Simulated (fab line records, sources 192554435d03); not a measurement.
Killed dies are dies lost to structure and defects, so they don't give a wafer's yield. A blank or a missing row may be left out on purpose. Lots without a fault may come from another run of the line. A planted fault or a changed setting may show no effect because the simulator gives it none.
Chamber matching | flow n5_finfet | N5_BEOL_M0_SAQP_SPACER1_ALD_98 on ald_sin-04: 4 sister chambers
The step deposits SiO2, target thk 12.8 nm, pulse time 1 s, purge time 2 s. 4 wafers are shown with their chamber, then 8 later ones without.

WAFERS WITH THEIR CHAMBER
wafer  | chamber | heater_power_w (W)
L080.4 | 2       | 576
L087.4 | 0       | 447
L087.5 | 1       | 458
L088.1 | 3       | 442

WAFERS WITHOUT THEIR CHAMBER
wafer  | heater_power_w (W)
L088.3 | 430
L088.5 | 466
L095.2 | 434
L095.3 | 436
L095.5 | 472
L097.1 | 548
L097.3 | 447
L097.5 | 470

WHICH CHAMBER EACH WENT THROUGH
wafer  | from the rows above          | in truth
L088.3 | can't be placed: 3 or 0 or 1 | 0
L088.5 | can't be placed: 1 or 0 or 3 | 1
L095.2 | can't be placed: 3 or 0 or 1 | 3
L095.3 | can't be placed: 3 or 0 or 1 | 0
L095.5 | can't be placed: 1 or 0 or 3 | 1
L097.1 | 2                            | 2
L097.3 | can't be placed: 0 or 3 or 1 | 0
L097.5 | can't be placed: 1 or 0 or 3 | 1
Placed correctly: 1 of 8. Can't be placed from these rows: 7 (the true chamber is among the candidates in 7). Placed wrongly: 0.
How it was worked out, from the rows above alone: a wafer's distance from a chamber is the root of the sum, over the readings, of the square of ((its reading less the chamber's mean) divided by the reading's scatter). The wafer belongs to the nearest chamber; if the next one is less than 2 further off, it can't be placed. A chamber's mean is the mean of its shown wafers. The scatter: with one shown wafer a chamber, the root of the mean of the squares of how far each hidden wafer lies from its nearest shown one.
